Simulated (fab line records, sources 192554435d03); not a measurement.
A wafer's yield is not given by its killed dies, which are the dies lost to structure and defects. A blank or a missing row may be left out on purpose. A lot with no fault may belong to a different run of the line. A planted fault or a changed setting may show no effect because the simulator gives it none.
A lot that was struck, set against a sound lot || flow n5-finfet || 22 out of 1938 route steps
Sound: the wafers L932.3, L932.4, L932.6. Struck: wafers L931.2, L931.3, L931.6. The cause is named last.
Each step with rows lists, per side, the tool, then ch with its chambers, then its first start. Under that, the readings that differ: sound wafers || struck wafers || difference of the means || sigmas: that difference in standard deviations of wafers without a fault.
alike: words and numbers the same on both sides, and readings whose means are apart by under 2 such deviations; not compared: readings that were withheld, readings missing a value for some wafer, numbers with overlapping values and no deviation given by the record, and bounds like >300 which may hide the same value.
A row with sigmas, a row that says differs or no value, or rows on one side alone: a step with any of these is where the two part. When numbers do not overlap yet have no deviation, they are printed without sigmas and do not part them. A reading missing from all wafers of one side parts the sides only when that side holds two or more wafers.

N5_BEOL_M6_ETCH_62: etches SOC in N2/H2, target depth 110 nm, overetch 22 nm, time 165 s.
  sound on rie-diel-02 ch 0,2,3, day 10 19:13; struck on rie-diel-05 ch 0,3, day 10 09:53
  alike: bias-w, drypump-motor-current-A, oes-product-au, rf-vpp-V, showerhead-plenum-p-Torr, throttle-valve-pct
  not compared: rf-hours-counter-h
then, 1 step without rows for these wafers: N5_BEOL_M6_STRIP_68 (strips in N2/H2).
N5_BEOL_M6_STRIP_67: strips in CF4.
  sound on rie-diel-02 ch 0,2,3, day 10 19:22; struck on rie-diel-05 ch 0,3, day 10 10:02
  alike: bias-power-w, drypump-motor-current-A, oes-product-au, rf-vpp-V, showerhead-plenum-p-Torr, throttle-valve-pct
  not compared: rf-hours-counter-h
then, 1 step without rows for these wafers: N5_BEOL_M6_HM_OPEN_17 (chemistry Cl2/BCl3, target TiN, target depth 20 nm, overetch 6 nm).
N5_BEOL_M6_STRIP_19: strips in O2.
  sound on rie-diel-04 ch 1,3, day 10 19:35; struck on rie-diel-02 ch 0,1, day 10 10:12
  alike: drypump-motor-current-A, oes-product-au, rf-vpp-V, showerhead-plenum-p-Torr, throttle-valve-pct
  not compared: rf-hours-counter-h
N5_BEOL_M6_CD_MEAS_18: pitch 80 nm, target cd 40 nm.
  sound: cd-sem-02 at day 10 19:39; struck: cd-sem-02 at day 10 10:16
  alike: cd-nm
then, 6 steps without rows for these wafers: N5_BEOL_M6_COAT_63 (time 60 s, resist thk 60 nm); N5_BEOL_M6_COAT_64 (time 60 s, resist thk 12 nm); N5_BEOL_M6_COAT_71 (time 60 s, resist thk 5 nm); N5_BEOL_M6_COAT_22 (resist thk 30 nm); N5_BEOL_M6_EBR_24; N5_BEOL_M6_SOFTBAKE_23 (time 60 s).
N5_BEOL_M6_EXPOSE_25: exposes mask V5, target cd 40 nm.
  sound on euv-scanner-02 ch 0, day 10 19:58; struck on euv-scanner-01 ch 0, day 10 10:27
  alike: mask
then, 2 steps without rows for these wafers: N5_BEOL_M6_PEB_26 (peb time 60 s); N5_BEOL_M6_DEVELOP_27 (develop time 30 s).
N5_BEOL_M6_CD_MEAS_28: target cd 40 nm.
  sound on cd-sem-02 ch 0, day 10 20:05; struck on cd-sem-03 ch 0, day 10 10:35
  alike: cd-nm
N5_BEOL_M6_OVL_MEAS_29:
  sound on overlay-01 ch 0, day 10 20:07; struck on overlay-02 ch 0, day 10 10:37
  alike: V5_OVL
N5_BEOL_M6_INSPECT_30: inspects for defects (brightfield).
  sound: defect-inspect-01 at day 10 20:10; struck: defect-inspect-01 at day 10 10:40
  alike: raw-defect-count
N5_BEOL_M6_DESCUM_33: chemistry O2, time 7 s.
  sound on rie-diel-04 ch 0,2, day 10 20:58; struck on rie-diel-04 ch 0,2, day 10 11:55
  alike: bias-power-w, drypump-motor-current-A, oes-product-au, rf-vpp-V, showerhead-plenum-p-Torr, throttle-valve-pct
  not compared: rf-hours-counter-h
then, 1 step without rows for these wafers: N5_BEOL_M6_ETCH_72 (etches underlayer in N2/H2, target depth 6.5 nm, time 5.2 s).
N5_BEOL_M6_ETCH_65: etches SiARC in CF4, target depth 15.6 nm, time 26 s.
  sound on rie-diel-04 ch 0,2, day 10 21:01; struck on rie-diel-04 ch 0,2, day 10 11:58
{"reading": "model.BEOL_M6.cd-nm (nm)", "sound": "39.8 40 40", "struck": "40.4 40.4 40.6", "difference": "+0.5", "sigmas": ""}
  alike: bias-w, drypump-motor-current-A, etch-rf-on-time-s, oes-product-au, rf-vpp-V, showerhead-plenum-p-Torr, throttle-valve-pct
  not compared: rf-hours-counter-h
N5_BEOL_M6_ETCH_66: etches SOC in N2/H2, target depth 80 nm, overetch 16 nm, time 120 s.
  sound on rie-diel-04 ch 0,2, day 10 21:02; struck on rie-diel-04 ch 0,2, day 10 11:59
{"reading": "bias-w (W)", "sound": "150.0 151.1 150.8", "struck": "149.3 149.0 149.7", "difference": -1.3, "sigmas": -3}
  alike: drypump-motor-current-A, oes-product-au, rf-vpp-V, showerhead-plenum-p-Torr, throttle-valve-pct
  not compared: rf-hours-counter-h

WHERE THEY PART
Only at N5_BEOL_M6_ETCH_66, as far as this record shows.

WHY: whatever the simulator had introduced
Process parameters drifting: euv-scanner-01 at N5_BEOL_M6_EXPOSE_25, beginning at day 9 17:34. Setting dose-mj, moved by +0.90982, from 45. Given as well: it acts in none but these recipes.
